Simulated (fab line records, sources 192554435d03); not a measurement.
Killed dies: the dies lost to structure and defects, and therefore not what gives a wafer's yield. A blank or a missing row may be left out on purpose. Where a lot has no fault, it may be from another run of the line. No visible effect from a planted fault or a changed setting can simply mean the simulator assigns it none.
Chamber matching ; flow n5_finfet ; N5_STI_FIN_REVEAL_STRIP_24 on rie_diel-06 has 4 sister chambers
The step strips in N2/H2, time 90 s. 8 wafers are shown with their chamber, then 9 later ones without.

## WAFERS WITH THEIR CHAMBER
wafer;chamber;drypump_motor_current_A (A);throttle_valve_pct (%)
L075.5;0;5.9;12.76
L081.4;2;5.0;12.04
L081.5;3;6.0;12.10
L084.4;2;5.0;12.06
L084.6;1;5.8;12.16
L086.3;0;5.9;12.12
L086.4;1;5.8;12.16
L086.6;3;6.1;12.12

## WAFERS WHOSE CHAMBER IS MISSING
wafer;drypump_motor_current_A (A);throttle_valve_pct (%)
L091.2;6.0;12.18
L091.4;5.8;12.22
L091.6;5.9;12.18
L095.2;6.0;12.19
L095.3;4.9;12.12
L095.4;5.8;12.19
L096.1;5.8;12.19
L096.3;5.0;12.14
L096.5;5.0;12.13

## WHICH CHAMBER EACH WENT THROUGH
wafer;from the rows above;in truth
L091.2;can't be placed: 3 or 0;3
L091.4;1;1
L091.6;can't be placed: 0 or 1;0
L095.2;can't be placed: 3 or 0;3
L095.3;2;2
L095.4;1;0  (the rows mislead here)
L096.1;1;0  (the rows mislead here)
L096.3;2;2
L096.5;2;2
4 of 9 placed correctly. Cannot be placed on the basis of these rows: 3; the candidates contain the true chamber in 3. 2 placed wrongly.
How it was worked out, from the rows above alone: a wafer's distance from a chamber is the root of the sum, over the readings, of the square of ((its reading less the chamber's mean) divided by the reading's scatter). The wafer belongs to the nearest chamber; if the next one is less than 2 further off, it can't be placed. A chamber's mean is the mean of its shown wafers. The scatter is the square root of a quotient: the sum, over the shown wafers, of each reading's squared deviation from its chamber's mean, divided by wafers minus chambers.
